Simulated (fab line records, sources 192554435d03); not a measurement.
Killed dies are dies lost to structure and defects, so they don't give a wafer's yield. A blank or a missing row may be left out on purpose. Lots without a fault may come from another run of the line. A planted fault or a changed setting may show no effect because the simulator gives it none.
Which tool did it? | flow n5_finfet | 20 lots, 60 wafers sampled, at 6 steps of a route of 1938

WHAT THE GAUGES READ, wafer by wafer
The record holds no reading of a measuring or inspecting step that can be judged against a usual standard deviation.

WHICH TOOL RAN EACH LOT (tool, then ch and the chambers of the sampled wafers, then the start)
lot  | N5_HKMG_FIN_STRIP_89              | N5_HKMG_FIN_NWFM_ALD_20             | N5_HKMG_FIN_ALD_71                  | N5_GATE_CUT_PECVD_57            | N5_GATE_CUT_ETCH_28                | N5_GATE_CUT_ETCH_36
L074 | rie_diel-06 ch 0,1,3, day 4 07:18 | ald_metal-03 ch 0,1,2, day 4 07:52  | ald_metal-03 ch 0,1,2, day 4 07:58  | pecvd-01 ch 1,2, day 4 13:29    | rie_diel-03 ch 0,3, day 4 14:25    | rie_diel-03 ch 0,3, day 4 14:26
L075 | rie_diel-01 ch 1,3, day 4 12:28   | ald_metal-03 ch 1,2,3, day 4 13:03  | ald_metal-03 ch 1,2,3, day 4 13:09  | pecvd-04 ch 0,1, day 4 18:52    | rie_diel-04 ch 0,2, day 4 19:46    | rie_diel-04 ch 0,2, day 4 19:47
L077 | rie_diel-01 ch 0,2, day 5 02:27   | ald_metal-03 ch 0,2,3, day 5 03:02  | ald_metal-03 ch 0,2,3, day 5 03:08  | pecvd-01 ch 0,1, day 5 08:27    | rie_diel-03 ch 1,2, day 5 09:29    | rie_diel-03 ch 1,2, day 5 09:30
L078 | rie_diel-02 ch 0,1,3, day 5 08:41 | ald_metal-03 ch 1,2,3, day 5 09:17  | ald_metal-03 ch 1,2,3, day 5 09:23  | pecvd-02 ch 1,2, day 5 14:39    | rie_diel-04 ch 2,3, day 5 15:40    | rie_diel-04 ch 2,3, day 5 15:41
L079 | rie_diel-02 ch 0,1,3, day 5 14:53 | ald_metal-01 ch 0,1,2, day 5 15:25  | ald_metal-01 ch 0,1,2, day 5 15:31  | pecvd-02 ch 0,1,2, day 5 20:43  | rie_diel-04 ch 0,1,3, day 5 21:36  | rie_diel-04 ch 0,1,3, day 5 21:37
L080 | rie_diel-02 ch 0,1,3, day 5 18:52 | ald_metal-03 ch 0,1, day 5 19:29    | ald_metal-03 ch 0,1, day 5 19:35    | pecvd-01 ch 2, day 6 00:45      | rie_diel-03 ch 2,3, day 6 01:48    | rie_diel-03 ch 2,3, day 6 01:49
L081 | rie_diel-06 ch 1,3, day 6 00:40   | ald_metal-01 ch 1,2, day 6 01:17    | ald_metal-01 ch 1,2, day 6 01:23    | pecvd-01 ch 0,2, day 6 06:38    | rie_diel-03 ch 2,3, day 6 07:56    | rie_diel-03 ch 2,3, day 6 07:58
L083 | rie_diel-02 ch 0,3, day 6 13:05   | ald_metal-03 ch 0,1,2, day 6 13:39  | ald_metal-03 ch 0,1,2, day 6 13:45  | pecvd-04 ch 0,2, day 6 18:58    | rie_diel-04 ch 0,2, day 6 20:00    | rie_diel-04 ch 0,2, day 6 20:01
L084 | rie_diel-01 ch 1,2,3, day 6 17:56 | ald_metal-01 ch 1,2,3, day 6 18:31  | ald_metal-01 ch 1,2,3, day 6 18:37  | pecvd-01 ch 0,1,2, day 7 00:33  | rie_diel-04 ch 0,1,3, day 7 01:27  | rie_diel-04 ch 0,1,3, day 7 01:28
L086 | rie_diel-02 ch 0,3, day 7 04:52   | ald_metal-01 ch 0,1, day 7 05:26    | ald_metal-01 ch 0,1, day 7 05:32    | pecvd-01 ch 1,2, day 7 11:04    | rie_diel-03 ch 1,2,3, day 7 12:04  | rie_diel-03 ch 1,2,3, day 7 12:05
L085 | rie_diel-01 ch 1,2, day 7 07:16   | ald_metal-04 ch 0,1,3, day 7 07:50  | ald_metal-04 ch 0,1,3, day 7 07:56  | pecvd-02 ch 0,1, day 7 13:24    | rie_diel-04 ch 0,2,3, day 7 14:30  | rie_diel-04 ch 0,2,3, day 7 14:31
L088 | rie_diel-02 ch 0,1,2, day 7 16:32 | ald_metal-01 ch 0,1, day 7 17:07    | ald_metal-01 ch 0,1, day 7 17:13    | pecvd-01 ch 0,1, day 7 23:03    | rie_diel-03 ch 0,1,2, day 8 00:29  | rie_diel-03 ch 0,1,2, day 8 00:30
L089 | rie_diel-02 ch 0,2,3, day 7 23:36 | ald_metal-04 ch 1,2, day 8 00:10    | ald_metal-04 ch 1,2, day 8 00:16    | pecvd-02 ch 0,1, day 8 07:25    | rie_diel-03 ch 1,2,3, day 8 08:26  | rie_diel-03 ch 1,2,3, day 8 08:28
L090 | rie_diel-02 ch 0,2,3, day 8 09:19 | ald_metal-03 ch 1,2, day 8 09:53    | ald_metal-03 ch 1,2, day 8 09:59    | pecvd-01 ch 0,1,2, day 8 15:39  | rie_diel-05 ch 1,2, day 8 16:34    | rie_diel-05 ch 1,2, day 8 16:35
L091 | rie_diel-02 ch 0,1, day 8 16:41   | ald_metal-04 ch 1,3, day 8 17:15    | ald_metal-04 ch 1,3, day 8 17:21    | pecvd-01 ch 0,2, day 8 22:31    | rie_diel-05 ch 0,1,2, day 8 23:25  | rie_diel-05 ch 0,1,2, day 8 23:26
L092 | rie_diel-01 ch 0,1, day 8 17:27   | ald_metal-03 ch 1,2, day 8 18:02    | ald_metal-03 ch 1,2, day 8 18:08    | pecvd-01 ch 0,2, day 9 01:23    | rie_diel-05 ch 0,2,3, day 9 02:17  | rie_diel-05 ch 0,2,3, day 9 02:18
L093 | rie_diel-02 ch 0,1,2, day 9 01:59 | ald_metal-04 ch 0,2,3, day 9 02:33  | ald_metal-04 ch 0,2,3, day 9 02:39  | pecvd-04 ch 0,1, day 9 07:50    | rie_diel-03 ch 0,1, day 9 09:00    | rie_diel-03 ch 0,1, day 9 09:01
L095 | rie_diel-06 ch 0,2,3, day 9 12:16 | ald_metal-01 ch 0,2, day 9 12:51    | ald_metal-01 ch 0,2, day 9 12:57    | pecvd-04 ch 0,1, day 9 18:23    | rie_diel-05 ch 1,2, day 9 19:24    | rie_diel-05 ch 1,2, day 9 19:25
L096 | rie_diel-02 ch 1,3, day 9 21:20   | ald_metal-03 ch 0,3, day 9 21:55    | ald_metal-03 ch 0,3, day 9 22:01    | pecvd-04 ch 0,1,2, day 10 03:10 | rie_diel-04 ch 0,2, day 10 04:16   | rie_diel-04 ch 0,2, day 10 04:17
L097 | rie_diel-01 ch 2,3, day 9 23:38   | ald_metal-03 ch 0,1,2, day 10 00:13 | ald_metal-03 ch 0,1,2, day 10 00:19 | pecvd-04 ch 0,2, day 10 05:32   | rie_diel-05 ch 1,2,3, day 10 06:26 | rie_diel-05 ch 1,2,3, day 10 06:28
- N5_HKMG_FIN_STRIP_89: strips SOC in N2/H2, time 20 s.
- N5_HKMG_FIN_NWFM_ALD_20: deposits TiAlC, target thk 2 nm, pulse time 3 s, purge time 2 s.
- N5_HKMG_FIN_ALD_71: deposits TiN, target thk 1 nm, pulse time 1 s, purge time 3 s.
- N5_GATE_CUT_PECVD_57: deposits SiNx from SiH4/NH3/N2, target thk 21 nm.
- N5_GATE_CUT_ETCH_28: etches underlayer in N2/H2, target depth 13 nm, time 10.4 s.
- N5_GATE_CUT_ETCH_36: etches SiARC in CF4, target depth 13 nm, time 21.7 s.

WHAT THE TOOLS THEMSELVES READ (means of the sampled wafers that have a number; where no wafer has one, the mark that the record gives instead)
N5_HKMG_FIN_STRIP_89. Usual: chamber_pressure_mTorr 50.00 mTorr, standard deviation 0.042; drypump_motor_current_A 5.69 A, standard deviation 0.28; h2_flow_sccm 300.0 sccm, standard deviation 0.86; oes_product_au 0.83 a.u., standard deviation 0.096; rf_vpp_V 54.2 V, standard deviation 0.91; showerhead_plenum_p_Torr 3.37 Torr, standard deviation 0.13; throttle_valve_pct 18.9 %, standard deviation 0.47.
lot  | tool        | chamber_pressure_mTorr (mTorr) | drypump_motor_current_A (A) | h2_flow_sccm (sccm) | oes_product_au (a.u.) | rf_vpp_V (V) | showerhead_plenum_p_Torr (Torr) | throttle_valve_pct (%) | flag
L074 | rie_diel-06 | 49.99                          | 5.66                        | 299.8               | 0.87                  | 55.0         | 3.36                            | 19.0                   |
L075 | rie_diel-01 | 49.98                          | 5.51                        | 299.0               | 0.70                  | 54.5         | 3.40                            | 19.5                   |
L077 | rie_diel-01 | 49.99                          | 5.76                        | 300.0               | 0.88                  | 54.3         | 3.30                            | 19.3                   |
L078 | rie_diel-02 | 49.98                          | 5.90                        | 299.8               | 0.77                  | 54.0         | 3.32                            | 18.8                   |
L079 | rie_diel-02 | 49.98                          | 5.88                        | 299.7               | 0.77                  | 53.9         | 3.32                            | 18.8                   |
L080 | rie_diel-02 | 49.99                          | 5.88                        | 300.8               | 0.77                  | 54.6         | 3.32                            | 18.8                   |
L081 | rie_diel-06 | 49.99                          | 5.50                        | 299.9               | 0.88                  | 54.3         | 3.37                            | 19.2                   |
L083 | rie_diel-02 | 50.02                          | 6.02                        | 299.5               | 0.82                  | 55.4         | 3.40                            | 18.8                   |
L084 | rie_diel-01 | 50.00                          | 5.65                        | 300.7               | 0.71                  | 54.0         | 3.31                            | 19.3                   |
L086 | rie_diel-02 | 50.02                          | 6.02                        | 300.3               | 0.82                  | 54.9         | 3.40                            | 18.8                   |
L085 | rie_diel-01 | 49.99                          | 5.77                        | 300.0               | 0.74                  | 54.7         | 3.33                            | 19.4                   |
L088 | rie_diel-02 | 50.02                          | 5.63                        | 298.7               | 0.90                  | 54.2         | 3.45                            | 18.6                   |
L089 | rie_diel-02 | 50.01                          | 5.80                        | 300.1               | 0.82                  | 53.7         | 3.36                            | 18.6                   |
L090 | rie_diel-02 | 50.03                          | 5.82                        | 300.3               | 0.82                  | 53.7         | 3.36                            | 18.6                   |
L091 | rie_diel-02 | 50.01                          | 5.70                        | 299.1               | 0.89                  | 55.4         | 3.54                            | 18.7                   |
L092 | rie_diel-01 | 50.01                          | 5.59                        | 301.1               | 0.94                  | 54.2         | 3.43                            | 19.5                   |
L093 | rie_diel-02 | 50.02                          | 5.64                        | 299.9               | 0.87                  | 53.6         | 3.45                            | 18.7                   |
L095 | rie_diel-06 | 49.99                          | 5.38                        | 300.2               | 0.81                  | 54.2         | 3.29                            | 19.2                   |
L096 | rie_diel-02 | 49.99                          | 5.76                        | 299.9               | 0.84                  | 54.4         | 3.49                            | 18.5                   |
L097 | rie_diel-01 | 50.02                          | 5.76                        | 299.3               | 0.83                  | 53.8         | 3.34                            | 18.9                   |

N5_HKMG_FIN_NWFM_ALD_20. Usual: heater_power_w 485 W, standard deviation 44; precursor_pulse_height_rel 0.999, standard deviation 0.02.
lot  | tool         | heater_power_w (W) | precursor_pulse_height_rel | flag
L074 | ald_metal-03 | 456                | 1.018                      |
L075 | ald_metal-03 | 479                | 0.993                      |
L077 | ald_metal-03 | 475                | 1.004                      |
L078 | ald_metal-03 | 472                | 0.996                      |
L079 | ald_metal-01 | 515                | 0.999                      |
L080 | ald_metal-03 | 454                | 0.994                      |
L081 | ald_metal-01 | 534                | 1.023                      |
L083 | ald_metal-03 | 462                | 1.002                      |
L084 | ald_metal-01 | 507                | 1.003                      |
L086 | ald_metal-01 | 458                | 0.995                      |
L085 | ald_metal-04 | 465                | 0.999                      |
L088 | ald_metal-01 | 495                | 0.992                      |
L089 | ald_metal-04 | 474                | 1.011                      |
L090 | ald_metal-03 | 461                | 0.994                      |
L091 | ald_metal-04 | 467                | 0.994                      |
L092 | ald_metal-03 | 461                | 1.010                      |
L093 | ald_metal-04 | 490                | 1.000                      |
L095 | ald_metal-01 | 571                | 0.996                      |
L096 | ald_metal-03 | 478                | 0.980                      |
L097 | ald_metal-03 | 461                | 1.017                      |

N5_HKMG_FIN_ALD_71. Usual: heater_power_w 870 W, standard deviation 78; precursor_pulse_height_rel 1.004, standard deviation 0.021.
lot  | tool         | heater_power_w (W) | precursor_pulse_height_rel | flag
L074 | ald_metal-03 | 813                | 1.006                      |
L075 | ald_metal-03 | 854                | 1.020                      |
L077 | ald_metal-03 | 867                | 1.005                      |
L078 | ald_metal-03 | 854                | 1.003                      |
L079 | ald_metal-01 | 920                | 0.994                      |
L080 | ald_metal-03 | 813                | 1.007                      |
L081 | ald_metal-01 | 958                | 0.991                      |
L083 | ald_metal-03 | 820                | 0.993                      |
L084 | ald_metal-01 | 941                | 0.989                      |
L086 | ald_metal-01 | 831                | 1.022                      |
L085 | ald_metal-04 | 834                | 1.024                      |
L088 | ald_metal-01 | 874                | 1.011                      |
L089 | ald_metal-04 | 848                | 1.006                      |
L090 | ald_metal-03 | 834                | 1.011                      |
L091 | ald_metal-04 | 831                | 1.003                      |
L092 | ald_metal-03 | 829                | 0.993                      |
L093 | ald_metal-04 | 880                | 0.992                      |
L095 | ald_metal-01 | 1013               | 1.014                      |
L096 | ald_metal-03 | 837                | 1.013                      |
L097 | ald_metal-03 | 824                | 1.013                      |

N5_GATE_CUT_PECVD_57. Usual: heater_power_w 784 W, standard deviation 93; showerhead_plenum_p_Torr 5.16 Torr, standard deviation 0.082; throttle_valve_pct 39.8 %, standard deviation 2.7.
lot  | tool     | heater_power_w (W) | showerhead_plenum_p_Torr (Torr) | throttle_valve_pct (%) | flag
L074 | pecvd-01 | 721                | 5.16                            | 38.3                   |
L075 | pecvd-04 | 878                | 5.10                            | 37.5                   |
L077 | pecvd-01 | 762                | 5.22                            | 42.4                   |
L078 | pecvd-02 | 794                | 5.11                            | 40.2                   |
L079 | pecvd-02 | 760                | 5.11                            | 39.4                   |
L080 | pecvd-01 | 736                | 5.22                            | 36.2                   |
L081 | pecvd-01 | 855                | 5.26                            | 40.4                   |
L083 | pecvd-04 | 728                | 5.19                            | 40.8                   |
L084 | pecvd-01 | 804                | 5.18                            | 40.6                   |
L086 | pecvd-01 | 803                | 5.17                            | 38.4                   |
L085 | pecvd-02 | 782                | 5.12                            | 40.3                   |
L088 | pecvd-01 | 722                | 5.14                            | 42.8                   |
L089 | pecvd-02 | 864                | 5.12                            | 40.4                   |
L090 | pecvd-01 | 776                | 5.19                            | 40.5                   |
L091 | pecvd-01 | 787                | 5.26                            | 40.7                   |
L092 | pecvd-01 | 818                | 5.27                            | 40.7                   |
L093 | pecvd-04 | 820                | 5.10                            | 37.7                   |
L095 | pecvd-04 | 843                | 5.10                            | 37.6                   |
L096 | pecvd-04 | 845                | 5.13                            | 39.0                   |
L097 | pecvd-04 | 708                | 5.19                            | 41.1                   |

N5_GATE_CUT_ETCH_28. Usual: chamber_pressure_mTorr 30.00 mTorr, standard deviation 0.031; drypump_motor_current_A 5.6 A, standard deviation 0.49; etch_rf_on_time_s 10.6 s, standard deviation 0.32; h2_flow_sccm 200.0 sccm, standard deviation 0.6; oes_product_au 0.69 a.u., standard deviation 0.076; rf_vpp_V 525.5 V, standard deviation 2.8; showerhead_plenum_p_Torr 2.60 Torr, standard deviation 0.1; throttle_valve_pct 17.8 %, standard deviation 0.32.
lot  | tool        | chamber_pressure_mTorr (mTorr) | drypump_motor_current_A (A) | etch_rf_on_time_s (s) | h2_flow_sccm (sccm) | oes_product_au (a.u.) | rf_vpp_V (V) | showerhead_plenum_p_Torr (Torr) | throttle_valve_pct (%) | flag
L074 | rie_diel-03 | 29.99                          | 5.8                         | 10.6                  | 200.1               | 0.59                  | 523.1        | 2.50                            | 18.1                   |
L075 | rie_diel-04 | 29.96                          | 6.2                         | 10.4                  | 199.7               | 0.74                  | 524.8        | 2.53                            | 17.5                   |
L077 | rie_diel-03 | 30.00                          | 5.6                         | 10.5                  | 200.9               | 0.76                  | 528.0        | 2.70                            | 17.8                   |
L078 | rie_diel-04 | 30.01                          | 6.2                         | 10.4                  | 200.1               | 0.68                  | 521.6        | 2.45                            | 17.7                   |
L079 | rie_diel-04 | 30.01                          | 5.5                         | 10.6                  | 200.1               | 0.75                  | 525.9        | 2.61                            | 17.4                   |
L080 | rie_diel-03 | 30.01                          | 5.4                         | 10.8                  | 200.1               | 0.64                  | 524.3        | 2.56                            | 17.8                   |
L081 | rie_diel-03 | 30.00                          | 5.5                         | 10.6                  | 199.9               | 0.70                  | 526.8        | 2.63                            | 17.8                   |
L083 | rie_diel-04 | 29.98                          | 6.2                         | 10.3                  | 199.4               | 0.71                  | 523.0        | 2.52                            | 17.5                   |
L084 | rie_diel-04 | 30.01                          | 5.5                         | 10.7                  | 199.5               | 0.72                  | 525.9        | 2.61                            | 17.4                   |
L086 | rie_diel-03 | 29.99                          | 5.4                         | 10.9                  | 200.3               | 0.67                  | 525.7        | 2.63                            | 17.8                   |
L085 | rie_diel-04 | 30.00                          | 5.7                         | 10.6                  | 199.9               | 0.70                  | 523.4        | 2.53                            | 17.4                   |
L088 | rie_diel-03 | 29.98                          | 5.7                         | 10.4                  | 199.8               | 0.75                  | 526.7        | 2.63                            | 17.8                   |
L089 | rie_diel-03 | 30.01                          | 5.4                         | 10.9                  | 199.8               | 0.67                  | 526.0        | 2.63                            | 17.8                   |
L090 | rie_diel-05 | 30.01                          | 5.9                         | 10.6                  | 200.0               | 0.60                  | 526.5        | 2.63                            | 18.2                   |
L091 | rie_diel-05 | 30.01                          | 5.7                         | 10.7                  | 200.3               | 0.61                  | 525.3        | 2.62                            | 17.9                   |
L092 | rie_diel-05 | 30.02                          | 5.3                         | 10.6                  | 200.3               | 0.65                  | 526.1        | 2.61                            | 17.7                   |
L093 | rie_diel-03 | 29.97                          | 5.8                         | 10.3                  | 199.3               | 0.76                  | 524.9        | 2.56                            | 17.9                   |
L095 | rie_diel-05 | 30.00                          | 5.6                         | 10.8                  | 200.3               | 0.59                  | 526.0        | 2.62                            | 18.1                   |
L096 | rie_diel-04 | 29.95                          | 5.7                         | 10.3                  | 199.9               | 0.71                  | 525.4        | 2.60                            | 17.4                   |
L097 | rie_diel-05 | 29.99                          | 5.6                         | 10.6                  | 200.1               | 0.63                  | 526.4        | 2.62                            | 18.1                   |

N5_GATE_CUT_ETCH_36. Usual: chamber_pressure_mTorr 40.00 mTorr, standard deviation 0.038; drypump_motor_current_A 5.6 A, standard deviation 0.49; etch_rf_on_time_s 22.1 s, standard deviation 0.65; oes_product_au 0.69 a.u., standard deviation 0.076; rf_vpp_V 184.6 V, standard deviation 1.3; showerhead_plenum_p_Torr 2.19 Torr, standard deviation 0.07; throttle_valve_pct 15.52 %, standard deviation 0.28.
lot  | tool        | chamber_pressure_mTorr (mTorr) | drypump_motor_current_A (A) | etch_rf_on_time_s (s) | oes_product_au (a.u.) | rf_vpp_V (V) | showerhead_plenum_p_Torr (Torr) | throttle_valve_pct (%) | flag
L074 | rie_diel-03 | 39.99                          | 5.8                         | 21.9                  | 0.59                  | 183.9        | 2.12                            | 15.92                  |
L075 | rie_diel-04 | 40.03                          | 6.2                         | 21.3                  | 0.74                  | 183.9        | 2.14                            | 15.40                  |
L077 | rie_diel-03 | 40.00                          | 5.6                         | 21.7                  | 0.76                  | 185.5        | 2.26                            | 15.35                  |
L078 | rie_diel-04 | 39.99                          | 6.1                         | 21.8                  | 0.69                  | 183.2        | 2.08                            | 15.52                  |
L079 | rie_diel-04 | 39.98                          | 5.5                         | 22.4                  | 0.74                  | 185.0        | 2.21                            | 15.24                  |
L080 | rie_diel-03 | 39.99                          | 5.4                         | 22.7                  | 0.65                  | 183.9        | 2.17                            | 15.67                  |
L081 | rie_diel-03 | 40.00                          | 5.5                         | 22.0                  | 0.70                  | 184.3        | 2.22                            | 15.51                  |
L083 | rie_diel-04 | 39.99                          | 6.2                         | 21.3                  | 0.72                  | 184.8        | 2.14                            | 15.43                  |
L084 | rie_diel-04 | 39.98                          | 5.5                         | 22.2                  | 0.73                  | 185.1        | 2.20                            | 15.24                  |
L086 | rie_diel-03 | 40.04                          | 5.4                         | 22.4                  | 0.68                  | 184.7        | 2.22                            | 15.57                  |
L085 | rie_diel-04 | 39.99                          | 5.7                         | 21.7                  | 0.71                  | 184.2        | 2.14                            | 15.30                  |
L088 | rie_diel-03 | 39.98                          | 5.7                         | 21.9                  | 0.75                  | 184.3        | 2.21                            | 15.44                  |
L089 | rie_diel-03 | 40.00                          | 5.4                         | 22.7                  | 0.67                  | 184.3        | 2.21                            | 15.58                  |
L090 | rie_diel-05 | 40.00                          | 5.9                         | 22.2                  | 0.59                  | 185.3        | 2.21                            | 15.87                  |
L091 | rie_diel-05 | 40.00                          | 5.7                         | 22.1                  | 0.61                  | 184.8        | 2.21                            | 15.70                  |
L092 | rie_diel-05 | 40.01                          | 5.3                         | 21.9                  | 0.66                  | 184.6        | 2.21                            | 15.57                  |
L093 | rie_diel-03 | 40.02                          | 5.8                         | 21.8                  | 0.75                  | 184.3        | 2.15                            | 15.51                  |
L095 | rie_diel-05 | 40.00                          | 5.6                         | 22.4                  | 0.59                  | 184.8        | 2.20                            | 15.87                  |
L096 | rie_diel-04 | 40.01                          | 5.7                         | 21.4                  | 0.72                  | 185.4        | 2.19                            | 15.25                  |
L097 | rie_diel-05 | 40.02                          | 5.6                         | 22.5                  | 0.63                  | 185.0        | 2.19                            | 15.75                  |

THE ANSWER, worked out from the rows above alone
Rule: a lot is off if the mean of its wafers that have a number lies more than 3 standard deviations from the usual mean. A lot without any number at a reading at which 4 lots or more have one is off too. The other lots that the step has rows for count as sound. The gauges are gone through in route order, then the tools' own readings, and for those a lot's mean is taken as printed above. The first step at which some lot is off is used, and at that step the reading that is off furthest; a lot without a number counts as furthest.
No lot is off at any reading shown: from this, nothing can be told.

WHAT THE SIMULATOR HAD PUT IN
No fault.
